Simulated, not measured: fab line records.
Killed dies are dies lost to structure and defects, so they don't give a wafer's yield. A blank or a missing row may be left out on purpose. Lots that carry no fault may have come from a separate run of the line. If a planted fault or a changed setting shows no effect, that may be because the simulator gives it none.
A lot that was struck, set against a sound lot    flow n5Finfet    15 steps out of a route of 1938
Sound: the wafers L359.3, L359.4, L359.5. Struck: wafer L365.5 (left out: L365.1, L365.3 of the same lot, which were not struck); the cause appears at the end.
At each step with rows: each side's tool, then ch and its chambers, then its first start. Under that, the readings that differ: sound wafers    struck wafers    difference of the means    sigmas: that difference in standard deviations of wafers without a fault.
alike: same words and numbers on both sides, and readings whose means sit less than 2 such deviations apart. not compared: any withheld reading, any reading some wafer has no value for, any bound like >300 that may hide the same value, and any number with overlapping values for which the record gives no deviation.
A row with sigmas, a row that says differs or no value, or rows on one side alone: a step with any of these is where the two part. Numbers that don't overlap but have no deviation are shown without sigmas and don't part them. A reading missing from all wafers of one side parts the sides only when that side holds two or more wafers.

first, 3 steps without rows for these wafers: N5_HKMG_FIN_STRIP_89 (strips SOC in N2/H2, time 20 s); N5_HKMG_FIN_WET_ETCH_87 (etches TiN in SC1, time 154.2 s, target depth 4.7 nm, rinse time 30 s); N5_HKMG_FIN_STRIP_88 (strips in N2/H2, time 360 s).
N5_HKMG_FIN_NWFM_ALD_20: deposits TiAlC, target thk 2 nm, pulse time 3 s, purge time 2 s.
  sound on aldMetal-01 ch 0,3, day 5 18:55; struck on aldMetal-03 ch 1, day 7 12:53
  alike: heaterPowerW, precursorPulseHeightRel
  not compared: aldCycles
then, 2 steps without rows for these wafers: N5_HKMG_FIN_ALD_71 (deposits TiN, target thk 1 nm, pulse time 1 s, purge time 3 s); N5_HKMG_FIN_COAT_66 (time 60 s, resist thk 300 nm).
N5_HKMG_FIN_ETCH_67: etches SOC in N2/H2, stops on TiN, target depth 388.9 nm.
  sound on rieDiel-03 ch 0,2,3, day 5 19:27; struck on rieDiel-03 ch 2, day 7 13:20
  alike: chamberPressureMTorr, drypumpMotorCurrentA, h2FlowSccm, oesProductAu, rfVppV, showerheadPlenumPTorr, throttleValvePct
  not compared: rfHoursCounterH
N5_HKMG_FIN_STRIP_90: strips SOC in N2/H2, time 20 s.
  sound on rieDiel-03 ch 0,2,3, day 5 19:31; struck on rieDiel-03 ch 2, day 7 13:23
  alike: chamberPressureMTorr, drypumpMotorCurrentA, h2FlowSccm, oesProductAu, rfVppV, showerheadPlenumPTorr, throttleValvePct
  not compared: rfHoursCounterH
then, 1 step without rows for these wafers: N5_HKMG_FIN_WET_ETCH_73 (etches the open film in SC1, time 42.3 s, target depth 1.3 nm, rinse time 30 s).
N5_HKMG_FIN_ETCHBACK_68: etches the open film in Cl2/Ar, stops on HfO2, target depth 0.5 nm.
  sound on rieMetal-01 ch 0,1, day 5 19:42; struck on rieMetal-01 ch 1, day 7 13:33
  alike: chamberPressureMTorr, drypumpMotorCurrentA, mfcArSccm, oes_ar_750_au, oesProductAu, throttleValvePct
  not compared: rfHoursCounterH
N5_HKMG_FIN_STRIP_69: strips in N2/H2, time 360 s.
  sound on plasmaAsher-01 ch 0,1, day 5 19:55; struck on plasmaAsher-01 ch 0, day 7 13:41
  alike: drypumpMotorCurrentA, h2FlowSccm, heaterPowerW
  not compared: rfHoursCounterH
then, 1 step without rows for these wafers: N5_HKMG_FIN_ALD_21 (deposits TiN, target thk 1.5 nm, pulse time 1 s, purge time 3 s).
N5_HKMG_FIN_ALD_72: deposits W, target thk 2 nm, pulse time 1 s, purge time 2 s.
  sound on cvdW-01 ch 0, day 5 20:35; struck on cvdW-01 ch 0, day 7 14:26
reading                                sound              struck  difference  sigmas
aldCycles                              7 7 7              3       -4          
precursorPulseHeightRel                1.001 0.985 0.982  1.035   +0.046      +2
model.W_of_HKMG_FIN_ALD_72.thkNm (nm)  2 2 2              0.8     -1.2        
  alike: heaterPowerW
then, 1 step without rows for these wafers: N5_HKMG_FIN_W_FILL_22 (material W, target thk 60 nm, time 18.2 s).
-- here the record skips 4 days between the struck wafers' starts before and after, leaving off in module HKMG_FIN and picking up in module BEOL_M4 (first step shown: number 1111 of the route) --
N5_BEOL_M4_RC_MEAS_101:
  sound on prober-01 ch 0, day 9 11:58; struck on prober-02 ch 0, day 11 07:45
reading    sound                 struck  difference  sigmas
VT_P (mV)  -247.6 -249.2 -245.8  -252.9  -5.4        -2
  alike: DIBL_N, DIBL_P, IOFF_N, IOFF_P, ION_N, ION_P, SS_N, SS_P, VT_N

== WHERE THEY PART ==
First at N5_HKMG_FIN_ALD_72; last, within this record, at N5_BEOL_M4_RC_MEAS_101.

WHY: whatever the simulator had introduced
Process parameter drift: cvdW-01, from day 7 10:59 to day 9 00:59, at N5_HKMG_FIN_ALD_72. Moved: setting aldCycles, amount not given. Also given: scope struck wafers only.
